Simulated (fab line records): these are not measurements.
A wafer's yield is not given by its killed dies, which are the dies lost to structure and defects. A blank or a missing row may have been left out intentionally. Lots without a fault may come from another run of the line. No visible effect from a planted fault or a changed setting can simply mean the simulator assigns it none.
fab line records    flow n5-finfet
record lots=5  wafers=15  last-day=17
route steps=1938 shown BEOL_M4@1099 BEOL_M5@1112 BEOL_M7@1325 PASSIVATION@1936
lots that met no fault: taken from a fault-free run of the same line
start-h: hours from the record's first day to the start of the lot's first wafer shown    wait-h: time in hours since the lot's previous step    " repeats the value in the row above    L1.1+2: one row covering several wafers at once    - no value, or no start was given    * or withheld: withheld    < > ~ a bound
route shown NAME@n: NAME is a module with steps in the file, n the number in the route of the first one    usual: mean and standard deviation over wafers with no fault    same: alike in all rows    chamber/n: place in a boat    sites: readings site by site    _std_site: standard deviation of those values    _edge_site: the outer-site mean with the inner-site mean subtracted    radius-mm: for every site, how far away it sits from the centre of the wafer    mask NAME#n: copy n    behind: the most recent tool/chamber to have shaped the wafer    hold: why the lot was held/for how many hours/how that ended    device: the n, p or np transistor that did not switch    end of line: the route-end tests of the same wafers    for a step that has no rows: nothing shown but its recipe    killed: dies lost to structure and defects at the first sort, not the wafer's yield    map: a wafer's dies, marking killed ones x, the rest . and places with no die _
set.NAME: the run value of the setting; set.NAME@STEP: its run value at that earlier step    model.NAME: the simulator's own value behind a step, which no gauge read
lots at selected steps of the route; one table per step, one row per wafer
services: a tool's chamber out of use, with start hour (start-h, from the record's first day; less than 0 if before it), hours out, and reason
## steps
# step N5_BEOL_M4_ANNEAL_95
# recipe temp-c=400  time-s=240  ambient=vacuum
# step N5_BEOL_M4_SPUTTER_96
# recipe material=Cu  target-thk-a=45  temp-c=-20  chamber-pressure-pa=0.07  power-w=withheld  time-s=8.29
# step N5_BEOL_M4_ECD_50
# recipe material=Cu  target-thk-a=3000
# step N5_BEOL_M4_ANNEAL_51
# recipe temp-c=225  time-s=90  ambient=N2
# step N5_BEOL_M4_CMP_52
# recipe stop-on=SiOC  t-overpolish-s=6.8  down-force-psi=1  platen-rpm=50  clearing-platen-down-force-psi=1.5  clearing-platen-rpm=50  post-cmp-clean=cu-alkaline  target-thk-nm=40  clearing-platen-pad-velocity-m-s=0.99484  pad-velocity-m-s=0.99484
# step N5_BEOL_M4_PRE_CLEAN_60
# recipe gas=NH3/H2  time-s=15  temp-c=*  rf-power-w=300
# step N5_BEOL_M4_CO_CAP_55
# recipe material=Co  target-thk-a=20  temp-c=200  precursor=CCTBA/H2  pressure-torr=30  time-s=102.1
# step N5_BEOL_M4_PRE_CLEAN_56
# recipe gas=NH3  time-s=15  temp-c=withheld  rf-power-w=300
# step N5_BEOL_M4_DEP_57
# recipe material=SiCN  target-thk-a=80  temp-c=withheld  precursor=3MS/NH3  pressure-torr=3  rf-w=202  time-s=14
# step N5_BEOL_M4_RC_MEAS_101
# usual DIBL_N=36.0/1.7  DIBL_P=36.2/2.3  IOFF_N=0.16/0.03  IOFF_P=0.21/0.036  ION_N=679/11  ION_P=465/7.1  SS_N=71.4/0.58  SS_P=73.3/0.75  VT_N=249/3.1  VT_P=-251/3.5
lot.wafer  tool       chamber  start-h  wait-h  DIBL_N[mV/V]  DIBL_P[mV/V]  IOFF_N[nA/um]  IOFF_P[nA/um]  ION_N[uA/um]  ION_P[uA/um]  SS_N[mV/dec]  SS_P[mV/dec]  VT_N[mV]  VT_P[mV]
L382.1     prober-01  0        213.86   0.0     34.8          34.9          0.14           0.20           669           459           71.5          72.7          249       -251
L382.3     "          0        "        "       35.4          35.2          0.14           0.19           661           452           71.6          74.3          251       -252
L382.4     "          0        "        "       35.2          35.1          0.15           0.20           678           460           71.5          72.7          248       -251
L384.1     prober-01  0        230.08   0.0     33.1          33.0          0.10           0.15           653           456           70.4          72.3          257       -254
L384.2     "          0        "        "       36.4          37.6          0.16           0.21           667           462           71.3          74.3          252       -252
L384.3     "          0        "        "       37.3          38.6          0.17           0.24           679           468           71.8          74.1          250       -249
L387.2     prober-01  0        251.80   0.4     36.0          36.0          0.14           0.23           669           470           71.0          73.3          253       -246
L387.3     "          0        "        "       37.7          37.5          0.17           0.26           682           476           71.8          73.5          247       -248
L387.5     "          0        "        "       35.0          34.6          0.12           0.20           667           465           71.1          72.8          254       -250
L393.2     prober-02  0        280.38   0.2     33.9          34.4          0.11           0.18           665           461           70.8          72.9          252       -251
L393.3     "          0        "        "       38.7          39.9          0.19           0.25           700           474           72.0          74.0          248       -247
L393.6     "          0        "        "       34.8          34.9          0.13           0.17           672           462           70.9          72.3          253       -253
L396.1     prober-01  0        313.62   0.0     38.6          37.5          0.18           0.24           684           469           71.9          73.9          246       -247
L396.3     "          0        "        "       37.3          36.1          0.18           0.21           706           474           71.2          73.2          247       -251
L396.6     "          0        "        "       36.4          35.1          0.15           0.20           687           461           70.8          73.6          247       -250
# step N5_BEOL_M5_ILD_DEP_00
# recipe material=SiCOH_lowk  target-thk-a=1406.4  temp-c=300  precursor=DEMS/porogen  pressure-torr=5  rf-w=500  time-s=25.9
# step N5_BEOL_M5_CURE_79
# recipe temp-c=385  time-s=240  ambient=He/Ar  material=SiCOH_lowk
# step N5_BEOL_M5_PECVD_70
# recipe material=SiO2  target-thk-a=160  temp-c=400  precursor=TEOS/O2  pressure-torr=5.5  rf-w=450  teos-flow-sccm=53.8  gas=O2  flow-sccm=3000  time-s=18
# step N5_BEOL_M5_HM_DEP_02
# recipe material=TiN  target-thk-a=200  temp-c=25  chamber-pressure-pa=0.49996
# step N5_BEOL_M5_COAT_59
# recipe resist=SOC  temp-c=250  time-s=60  spin-rpm=1500  resist-thk-nm=60
# step N5_BEOL_M5_COAT_60
# recipe resist=SiARC  temp-c=220  time-s=60  spin-rpm=1500  resist-thk-nm=12
# step N5_BEOL_M5_COAT_71
# recipe resist=underlayer  temp-c=205  time-s=60  spin-rpm=1500  resist-thk-nm=5
# step N5_BEOL_M5_COAT_05
# recipe resist=CAR-EUV  spin-rpm=1500  resist-thk-nm=30
# step N5_BEOL_M5_EBR_07
# recipe solvent=PGMEA  ebr-width-mm=1.5
# step N5_BEOL_M5_SOFTBAKE_06
# recipe temp-c=110  time-s=60  resist=CAR-EUV
# step N5_BEOL_M5_EXPOSE_08
# recipe mask-id=M5  na=0.33  source-shape=annular  sigma-inner=0.4  sigma-outer=0.8  polarization=unpolarized  target-cd-nm=28  dose-mj=35.75
# step N5_BEOL_M5_PEB_09
# recipe peb-temp-c=100  peb-time-s=60  resist=CAR-EUV
# step N5_BEOL_M5_DEVELOP_10
# recipe develop-time-s=30  developer=TMAH  resist=CAR-EUV  rinse-liquid=surfactant-rinse  dry=air-spin  dev-temp-c=23
# step N5_BEOL_M5_DESCUM_16
# recipe chemistry=O2  time-s=7  source-power-w=50  bias-power-w=20  pressure-mtorr=20  rf-frequency-hz=2.712e+07  temp-c=40  resist=CAR-EUV  o2-flow-sccm=225
# step N5_BEOL_M5_ETCH_72
# recipe chemistry=N2/H2  target=underlayer  target-depth-a=65  mask-material=CAR-EUV  time-s=5.2  ion-energy-ev=200  pressure-mtorr=30  source-w=840  bias-w=150  n2-flow-sccm=200  h2-flow-sccm=200  ends=cleared
# step N5_BEOL_M5_ETCH_61
# recipe chemistry=CF4  target=SiARC  target-depth-a=156  mask-material=CAR-EUV  time-s=26  ion-energy-ev=80  pressure-mtorr=40  source-w=545  bias-w=36  Ar_flow_sccm=100  cf4-flow-sccm=100  ends=cleared
# step N5_BEOL_M5_ETCH_62
# recipe chemistry=N2/H2  target=SOC  target-depth-a=750  overetch-a=150  mask-material=SiARC  temp-c=40  time-s=112.5  ion-energy-ev=200  pressure-mtorr=30  source-w=840  bias-w=150  n2-flow-sccm=200  h2-flow-sccm=200
# step N5_BEOL_M5_STRIP_63
# recipe chemistry=N2/H2  temp-c=40  n2-flow-sccm=200  h2-flow-sccm=200  rf-frequency-hz=6e+07
# step N5_BEOL_M5_STRIP_73
# recipe chemistry=N2/H2  temp-c=40  n2-flow-sccm=200  h2-flow-sccm=200  rf-frequency-hz=6e+07
# step N5_BEOL_M5_STRIP_64
# recipe chemistry=CF4  resist=SiARC  power-w=300  bias-power-w=75  pressure-mtorr=50  cf4-flow-sccm=150  rf-frequency-hz=6e+07
# step N5_BEOL_M5_HM_OPEN_17
# recipe chemistry=Cl2/BCl3  target-depth-a=200  overetch-a=60  target=TiN  mask-material=SOC  ion-energy-ev=150  pressure-mtorr=10  icp-w=1000  bias-w=126  Cl2_flow_sccm=53.25  bcl3-flow-sccm=21.75  Ar_flow_sccm=25
# step N5_BEOL_M5_STRIP_19
# recipe chemistry=O2  power-w=400  temp-c=40  pressure-mtorr=30  rf-frequency-hz=6e+07  bias-power-w=0  overash-fraction=0.2  o2-flow-sccm=225
# step N5_BEOL_M5_COAT_65
# recipe resist=SOC  temp-c=250  time-s=60  spin-rpm=1500  resist-thk-nm=60
# step N5_BEOL_M5_COAT_66
# recipe resist=SiARC  temp-c=220  time-s=60  spin-rpm=1500  resist-thk-nm=12
# step N5_BEOL_M7_ANNEAL_51
# recipe temp-c=225  time-s=90  ambient=N2
# usual anneal-temp-c=224.99/0.17  anneal-temp-c-max=226.02/0.24  wafer_temp_C_max=226.6/0.62
lot.wafer  tool           chamber  start-h  wait-h  anneal-temp-c  anneal-temp-c-max  wafer_temp_C_max
L382.1     rtp-anneal-01  -        247.11   0.2     -              -                  -
L382.3     "              -        "        "       -              -                  -
L382.4     "              -        "        "       -              -                  -
L384.1     rtp-anneal-01  -        258.11   0.1     -              -                  -
L384.2     "              -        "        "       -              -                  -
L384.3     "              -        "        "       -              -                  -
L387.2     rtp-anneal-01  -        286.62   0.7     -              -                  -
L387.3     "              -        "        "       -              -                  -
L387.5     "              -        "        "       -              -                  -
L393.2     rtp-anneal-01  0        308.81   0.2     225.08         225.85             227.0
L393.3     "              0        "        "       224.76         225.92             227.0
L393.6     "              0        "        "       224.90         225.71             228.0
L396.1     rtp-anneal-02  0        341.41   0.3     224.84         225.60             226.0
L396.3     "              0        "        "       224.92         225.61             225.9
L396.6     "              0        "        "       225.16         225.91             225.5
# step N5_BEOL_M7_CMP_52
# recipe stop-on=SiCOH_lowk  t-overpolish-s=6.9  down-force-psi=1  platen-rpm=50  clearing-platen-down-force-psi=1.5  clearing-platen-rpm=50  post-cmp-clean=cu-alkaline  target-thk-nm=80  clearing-platen-pad-velocity-m-s=0.99484  pad-velocity-m-s=0.99484
# usual barrier-field-endpoint-s=28.8/0.73  motor-current-A=5.9/0.51  overpolish-run-s=6.899/0.0094  retaining-ring-pressure-frac=0.999/0.0056  slurry-flow-ml-min=150.0/0.48  time-to-endpoint-s=63/3
lot.wafer  tool    chamber  start-h  wait-h  barrier-field-endpoint-s  motor-current-A  overpolish-run-s  retaining-ring-pressure-frac  slurry-flow-ml-min  time-to-endpoint-s
L382.4     cmp-04  2        247.44   0.2     33.5                      5.3              6.910             0.999                         149.1               81
L382.3     "       3        "        "       35.0                      5.9              6.912             1.000                         150.5               81
L382.1     "       0        "        "       32.7                      5.8              6.906             1.008                         150.9               80
L384.3     cmp-01  3        258.48   0.2     34.5                      5.7              6.895             0.995                         149.3               82
L384.1     "       0        "        "       34.6                      5.8              6.899             1.000                         149.4               82
L384.2     "       2        "        "       35.2                      6.5              6.899             1.001                         149.4               81
L387.2     cmp-04  0        286.91   0.2     32.1                      5.5              6.886             1.002                         150.8               80
L387.3     "       2        "        "       33.4                      5.6              6.895             1.001                         149.8               80
L387.5     "       0        "        "       33.8                      5.5              6.887             0.993                         149.9               81
L393.2     cmp-01  0        309.14   0.3     28.9                      6.1              6.898             0.996                         150.7               66
L393.3     "       1        "        "       28.3                      6.5              6.889             0.996                         150.2               65
L393.6     "       3        "        "       28.5                      6.0              6.901             1.003                         149.5               64
L396.3     cmp-01  1        341.74   0.2     27.9                      6.2              6.891             1.004                         150.1               60
L396.1     "       2        "        "       29.4                      6.3              6.894             0.997                         149.4               63
L396.6     "       1        "        "       28.9                      6.1              6.897             1.003                         149.7               61
# step N5_PASSIVATION_PROBE_49
# usual defect-limited-yield=91.3/1.5  killed_at_M0_to_M3=31/11  killed_at_M4_up=14/5.1  killed-at-contacts=12/5.6  killed-at-front-end=42/12  killed-at-other=3.8/2.9  killed-dies=103/18  killed-on-rim=14/4.5  killed-open=67/14  killed-short=33/8  sort_bin_5_function=5.1/1  sort_bin_6_memory=3.2/0.75  sort-n-pass=1077/18  sort-yield-pct=91.3/1.5
# same gross-dies=1180  killed-at-back-side=0  sort_bin_4_leakage[%]=0  sort_bin_8_speed[%]=0
lot.wafer  tool       chamber  start-h  wait-h  defect-limited-yield[%]  killed_at_M0_to_M3  killed_at_M4_up  killed-at-contacts  killed-at-front-end  killed-at-other  killed-dies  killed-on-rim  killed-open  killed-short  sort_bin_5_function[%]  sort_bin_6_memory[%]  sort-n-pass  sort-yield-pct[%]
L382.1     prober-01  -        339.42   0.0     56.8                     16                  418              8                   62                   6                510          15             55           39            4.2                     3.4                   670          56.8
L382.3     prober-01  -        339.52   0.1     48.4                     18                  536              7                   43                   5                609          5              54           25            3.9                     2.5                   571          48.4
L382.4     prober-01  -        339.57   0.2     71.3                     17                  242              16                  61                   3                339          15             60           44            5.8                     2.7                   841          71.3
L384.1     prober-02  -        349.71   2.4     58.3                     27                  404              11                  46                   4                492          152            69           28            4.9                     3.4                   688          58.3
L384.2     prober-02  -        349.76   2.5     54.7                     18                  466              4                   42                   5                535          11             45           42            4.7                     2.3                   645          54.7
L384.3     prober-02  -        349.81   2.5     71.9                     26                  252              11                  41                   2                332          152            62           36            5.6                     2.5                   848          71.9
L387.2     prober-01  -        364.30   0.1     92.7                     15                  17               14                  39                   1                86           16             49           33            4.4                     2.3                   1094         92.7
L387.3     prober-01  -        364.35   0.1     57.5                     21                  409              18                  54                   0                502          152            81           26            6.1                     2.9                   678          57.5
L387.5     prober-01  -        364.45   0.2     89.2                     32                  21               15                  58                   2                128          22             82           44            6.7                     3.9                   1052         89.2
L396.1     prober-01  -        415.72   0.0     92.0                     39                  14               6                   35                   0                94           20             63           26            5.3                     2.2                   1086         92.0
L396.3     prober-01  -        415.82   0.1     90.4                     33                  12               10                  54                   4                113          10             80           32            6.4                     2.6                   1067         90.4
L396.6     prober-01  -        415.97   0.3     89.3                     60                  17               7                   41                   1                126          10             66           56            7.2                     2.6                   1054         89.3
# killed by level:class
L382.1 BEOL_M7:area-cmp=408 FIN_SAQP:geometric-particle:short=11 GATE_CUT:geometric-particle:short=9 GATE_CUT:geometric-particle:open=8 HKMG_FIN:area-etch=8 FIN_SAQP:geometric-particle:open=7 MOL_CONTACT_COAG:geometric-particle:open=7 BEOL_M4:geometric-particle:open=7
L382.3 BEOL_M7:area-cmp=530 FIN_SAQP:geometric-particle:open=10 STI_FIN_REVEAL:geometric-particle:open=8 FIN_SAQP:geometric-particle:short=7 GATE_CUT:geometric-particle:open=5 MOL_CONTACT_COAG:geometric-particle:open=5 BEOL_M3:geometric-particle:open=5 STI_FIN_REVEAL:geometric-particle:short=4
L382.4 BEOL_M7:area-cmp=230 FIN_SAQP:geometric-particle:short=20 MOL_CONTACT_COAG:geometric-particle:open=13 FIN_SAQP:geometric-particle:open=8 GATE_CUT:geometric-particle:short=6 STI_FIN_REVEAL:geometric-particle:open=5 GATE_CUT:geometric-particle:open=5 HKMG_FIN:area-etch=5
L384.1 BEOL_M7:area-cmp=391 FIN_SAQP:geometric-particle:open=13 MOL_CONTACT_COAG:geometric-particle:open=10 FIN_SAQP:geometric-particle:short=9 BEOL_M2:geometric-particle:open=7 BEOL_M3:geometric-particle:open=6 GATE_CUT:geometric-particle:short=5 BEOL_M3:geometric-particle:short=4
L384.2 BEOL_M7:area-cmp=447 FIN_SAQP:geometric-particle:open=12 FIN_SAQP:geometric-particle:short=9 BEOL_M4:geometric-particle:short=5 BEOL_M1:geometric-particle:open=5 GATE_CUT:geometric-particle:short=5 BEOL_M5:geometric-particle:open=5 ILD0:geometric-particle:short=4
L384.3 BEOL_M7:area-cmp=233 FIN_SAQP:geometric-particle:open=13 FIN_SAQP:geometric-particle:short=11 MOL_CONTACT_COAG:geometric-particle:open=10 BEOL_M0_SAQP:geometric-particle:short=10 BEOL_M5:geometric-particle:open=6 BEOL_M4:geometric-particle:short=5 STI_FIN_REVEAL:geometric-particle:open=4
L387.2 MOL_CONTACT_COAG:geometric-particle:open=11 FIN_SAQP:geometric-particle:short=7 FIN_SAQP:geometric-particle:open=6 GATE_CUT:geometric-particle:open=5 GATE_CUT:geometric-particle:short=5 BEOL_M4:geometric-particle:short=5 STI_FIN_REVEAL:geometric-particle:open=4 BEOL_M1:geometric-particle:open=4
L387.3 BEOL_M7:area-cmp=395 MOL_CONTACT_COAG:geometric-particle:open=17 STI_FIN_REVEAL:geometric-particle:open=16 FIN_SAQP:geometric-particle:open=11 FIN_SAQP:geometric-particle:short=6 BEOL_M0_SAQP:geometric-particle:open=6 GATE_CUT:geometric-particle:short=5 STARTING-WAFER:geometric-particle:open=5
L387.5 STI_FIN_REVEAL:geometric-particle:open=27 MOL_CONTACT_COAG:geometric-particle:open=12 BEOL_M4:geometric-particle:open=9 BEOL_M0_SAQP:geometric-particle:short=8 FIN_SAQP:geometric-particle:short=7 STI_FIN_REVEAL:geometric-particle:short=6 BEOL_M1:geometric-particle:open=6 BEOL_M0_SAQP:geometric-particle:open=5
L396.1 BEOL_M1:geometric-particle:open=10 BEOL_M0_SAQP:geometric-particle:short=9 DUMMY_GATE:geometric-particle:open=8 BEOL_M0_SAQP:geometric-particle:open=8 FIN_SAQP:geometric-particle:short=5 FIN_SAQP:geometric-particle:open=5 MOL_CONTACT_COAG:geometric-particle:open=4 STI_FIN_REVEAL:geometric-particle:open=4
L396.3 FIN_SAQP:geometric-particle:open=17 BEOL_M0_SAQP:geometric-particle:open=13 STI_FIN_REVEAL:geometric-particle:open=9 FIN_SAQP:geometric-particle:short=8 BEOL_M4:geometric-particle:open=8 MOL_CONTACT_COAG:geometric-particle:open=7 BEOL_M0_SAQP:geometric-particle:short=7 DUMMY_GATE:geometric-particle:open=4
L396.6 BEOL_M0_SAQP:geometric-particle:short=25 BEOL_M0_SAQP:geometric-particle:open=13 FIN_SAQP:geometric-particle:open=11 FIN_SAQP:geometric-particle:short=11 BEOL_M3:geometric-particle:open=8 BEOL_M4:geometric-particle:open=7 BEOL_M4:geometric-particle:short=6 MOL_CONTACT_COAG:geometric-particle:open=6
# map L382.3 (x killed, . not)
_________________............________________
______________.x..x............._____________
___________........................__________
__________..x....x..............x..._________
________........x.........x..........._______
_______............xxxxxxxx............______
______..........xxxxxxxxxxxxxx......x..._____
_____.........xxxxxxxxxxxxxxxxxxx........____
____........xxxxxxxxxxxxxxxxxxxxxxxx......___
___........xxxxxxxxxxxxxxxxxxxxxxxx........__
___.....x.xxxxxxxxxxxxxxxxxxxxxxxxxx.......__
__........xxxxxxxxxxxxxxxxxxxxxxxxxx........_
__.xxx...xxxxxxxxxxxxxxxxxxxxxxxxxxxx......._
_........xxxxxxxxxxxxxxxxxxxxxxxxxxxx........
_.......xxxxxxxxxxxxxxxxxxxxxxxxxxxxxxx......
_.......xxxxxxxxxxxxxxxxxxxxxxxxxxxxxx.......
_...x...xxxxxxxxxxxxxxxxxxxxxxxxxxxxxx.......
_.......xxxxxxxxxxxxxxxxxxxxxxxxxxxxxx....x..
_xx.....xxxxxxxxxxxxxxxxxxxxxxxxxxxxxx.......
_.......xxxxxxxxxxxxxxxxxxxxxxxxxxxxxx.......
_.....xx.xxxxxxxxxxxxxxxxxxxxxxxxxxxx....x...
__.......xxxxxxxxxxxxxxxxxxxxxxxxxxxx...xx.._
__........xxxxxxxxxxxxxxxxxxxxxxxxxx........_
___......xxxxxxxxxxxxxxxxxxxxxxxxxxx....x..__
___x.....xxxxxxxxxxxxxxxxxxxxxxxxxx........__
____........xxxxxxxxxxxxxxxxxxxxxx...x....___
_____......x..xxxxxxxxxxxxxxxxxx..x......____
______..........xxxxxxxxxxxxxx.........._____
_______............xxxxxxxxx...........______
________..x..........................._______
__________.x..x.x............x......_________
___________......x.................__________
______________....x............._____________
_________________............________________
# map L384.2 (x killed, . not)
_________________............________________
______________x...x.........x..._____________
___________x.......x.......x.......__________
__________.........x........x......._________
________.xx.......x.x................._______
_______..x...............xx............______
______...x.....x...xxxxxxxx............._____
_____...........xxxxxxxxxxxxxx...........____
____..........xxxxxxxxxxxxxxxxxx.x........___
___........x.xxxxxxxxxxxxxxxxxxxx....x.x...__
___.........xxxxxxxxxxxxxxxxxxxxxx.........__
__.......x.xxxxxxxxxxxxxxxxxxxxxxxx........._
__........xxxxxxxxxxxxxxxxxxxxxxxxxx.......x_
_.........xxxxxxxxxxxxxxxxxxxxxxxxxx.........
_.........xxxxxxxxxxxxxxxxxxxxxxxxxx..x....x.
_........xxxxxxxxxxxxxxxxxxxxxxxxxxxx........
_........xxxxxxxxxxxxxxxxxxxxxxxxxxxx........
_........xxxxxxxxxxxxxxxxxxxxxxxxxxxxx...x...
_........xxxxxxxxxxxxxxxxxxxxxxxxxxxx....x...
_x........xxxxxxxxxxxxxxxxxxxxxxxxxx.........
_.........xxxxxxxxxxxxxxxxxxxxxxxxxx.........
__.xx....xxxxxxxxxxxxxxxxxxxxxxxxxxx..x....._
__....x....xxxxxxxxxxxxxxxxxxxxxxxx........._
___...x.....xxxxxxxxxxxxxxxxxxxxxx..x......__
___..........xxxxxxxxxxxxxxxxxxxx.x...x....__
____..........xxxxxxxxxxxxxxxxxx..x......x___
_____.x.........xxxxxxxxxxxxxx...........____
______.............xxxxxxxx....x.....x.._____
_______.........xx...x........x........______
________....x...x...................x._______
__________..........x.........x....x_________
___________.....x..................__________
______________............x....._____________
_________________............________________
## services
tool    chamber  start-h  hours  kind
cmp-01  -        231.02   3.8    repair
cmp-01  -        242.13   4.0    pm
cmp-01  -        246.13   -      consumable-replace:conditioner
cmp-01  -        246.13   -      consumable-replace:pad
cmp-01  -        257.31   0.7    repair
cmp-04  -        257.55   19.6   repair
cmp-01  -        290.15   2.1    repair
cmp-04  -        293.90   0.8    repair
cmp-01  -        302.33   2.1    repair
cmp-04  -        326.72   2.6    repair
cmp-01  -        326.75   4.6    pm
## key
first-sign step=N5_BEOL_M7_ANNEAL_51  reading=tool-record  direction=missing
effect step=N5_BEOL_M7_CMP_52  reading=barrier-field-endpoint-s  direction=up  sigmas=7  usual=28.8  struck=33.9
effect step=N5_PASSIVATION_PROBE_49  reading=killed_at_M4_up  direction=up  sigmas=57  usual=14  struck=307  wafers-moved=7
more-kills-born-at N5_BEOL_M7_CMP_52@cmp-04=1563  N5_BEOL_M7_CMP_52@cmp-01=1071
met-at N5_BEOL_M7_ANNEAL_51
struck-wafers L382.1,L382.3,L382.4,L384.1,L384.2,L384.3,L387.2,L387.3,L387.5
fault kind=skipped-step-whole  tool=rtp-anneal-01  chamber=-  onset-h=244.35  steps=N5_BEOL_M7_ANNEAL_51  scope=struck-lots-only
